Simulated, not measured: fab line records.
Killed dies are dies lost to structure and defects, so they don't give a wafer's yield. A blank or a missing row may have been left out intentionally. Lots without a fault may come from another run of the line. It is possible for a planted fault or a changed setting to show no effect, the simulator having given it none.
Struck lot and sound lot, side by side || flow nand-harc || 15 steps out of a route of 1302
Sound: the wafers L151.1, L151.2, L151.4. Struck: wafer L166.3 (L166.1, L166.6, from the same lot, were not struck and are left out); the cause is given at the end.
For every step that has rows: the tool of each side, followed by ch and its chambers, followed by its first start. Under that, the readings that differ: sound wafers || struck wafers || difference of the means || sigmas: that difference in standard deviations of wafers without a fault.
alike: a reading whose means differ by less than 2 such deviations, as well as words and numbers matching on both sides. not compared: withheld readings; readings where some wafer has no value; bounds like >300 that might hide an equal value; numbers whose values overlap and for which the record gives no deviation.
A row with sigmas, a row that says differs or no value, or rows on one side alone: a step with any of these is where the two part. Numbers that don't overlap but have no deviation are shown without sigmas and don't part them. A reading that every wafer of one side lacks parts them only if that side has two wafers or more.

first, 5 steps without rows for these wafers: NHARC_A_CONTACT_SOFTBAKE_03 (time 55 s); NHARC_A_CONTACT_EBR_04; NHARC_A_CONTACT_EXPOSE_05 (exposes mask A CC); NHARC_A_CONTACT_PEB_06 (peb time 65 s); NHARC_A_CONTACT_DEVELOP_07 (develop time 35 s).
NHARC_A_CONTACT_CD_MEAS_08: the cd target is 200 nm.
  sound on cd-sem-01 ch 0, day 23 10:40; struck on cd-sem-01 ch 0, day 29 01:20
  alike: cd-nm
NHARC_A_CONTACT_OVL_MEAS_09:
  struck on overlay-01, day 29 01:26; sound on overlay-02, day 23 10:45
  alike: overlay-x-nm, overlay-y-nm
NHARC_A_CONTACT_INSPECT_10:
  struck on defect-inspect-01, day 29 01:28; sound on defect-inspect-01, day 23 10:47
  alike: raw-defect-count
NHARC_A_CONTACT_DESCUM_13: chemistry O2, time 3 s.
  sound on rie-diel-03 ch 0,2,3, day 23 10:50; struck on rie-diel-04 ch 0, day 29 01:32
{"reading": "rf-hours-counter-h (h)", "sound": "24 23 26", "struck": 21, "difference": -3, "sigmas": ""}
  alike: drypump-motor-current-A, oes-product-au, rf-vpp-V, showerhead-plenum-p-Torr, throttle-valve-pct
NHARC_A_CONTACT_ETCH_88: etches the open film in CF4, target depth 39 nm, time 65 s.
  sound on rie-diel-03 ch 0,1,2, day 23 10:56; struck on rie-diel-04 ch 0, day 29 01:37
  alike: drypump-motor-current-A, oes-product-au, rf-vpp-V, showerhead-plenum-p-Torr, throttle-valve-pct
  not compared: rf-hours-counter-h
NHARC_A_CONTACT_ETCH_89: etches the open film in N2/H2, target depth 260 nm, time 475.3 s.
  sound: rie-diel-03 ch 0,1,3; struck: rie-diel-04 ch 1
  alike: drypump-motor-current-A, oes-product-au, rf-vpp-V, showerhead-plenum-p-Torr, throttle-valve-pct
  not compared: rf-hours-counter-h
NHARC_A_CONTACT_ETCH_30: etches the open film in CF4/CHF3, target depth 72.6 nm, time 36.3 s.
  sound: rie-diel-03 ch 0,1,3; struck: rie-diel-04 ch 0
{"reading": "drypump-motor-current-A (A)", "sound": "6.5 5.9 5.7", "struck": 4.8, "difference": -1.2, "sigmas": -2}
{"reading": "oes-product-au (a.u.)", "sound": "0.975 0.969 0.974", "struck": 0.923, "difference": -0.050, "sigmas": -2}
  alike: rf-vpp-V, showerhead-plenum-p-Torr, throttle-valve-pct
  not compared: rf-hours-counter-h
NHARC_A_CONTACT_ETCH_31: etches the open film in O2/COS, target depth 2800 nm, time 728 s.
  sound on rie-diel-03 ch 1,2,3, day 23 11:37; struck on rie-diel-04 ch 0, day 29 02:07
{"reading": "oes-product-au (a.u.)", "sound": "0.998 0.993 1.011", "struck": 0.810, "difference": -0.191, "sigmas": -21}
  alike: drypump-motor-current-A, rf-vpp-V, showerhead-plenum-p-Torr, throttle-valve-pct
  not compared: rf-hours-counter-h
NHARC_A_CONTACT_ETCH_134: etches the open film in C4F8/O2/Ar, time 140 s, target depth 700 nm.
  sound on har-cap-etch-01 ch 0,1, day 23 12:05; struck on har-cap-etch-02 ch 0, day 29 02:41
  alike: oes-air-line-au
  not compared: rf-hours-counter-h
-- break in the record here, with 2 days between the starts of the struck wafers on either side (left off in module A_CONTACT, picked up again in module END, where the first step shown is number 1302 on the route) --
NHARC_END_SORT_01:
  at this point the record logs the struck wafers (prober-02 ch 0, day 31 08:02) and has no rows for the sound ones

WHERE THEY PART
Last at NHARC_END_SORT_01 as far as this record goes, first at NHARC_A_CONTACT_ETCH_30.

WHY: what had been put in by the simulator
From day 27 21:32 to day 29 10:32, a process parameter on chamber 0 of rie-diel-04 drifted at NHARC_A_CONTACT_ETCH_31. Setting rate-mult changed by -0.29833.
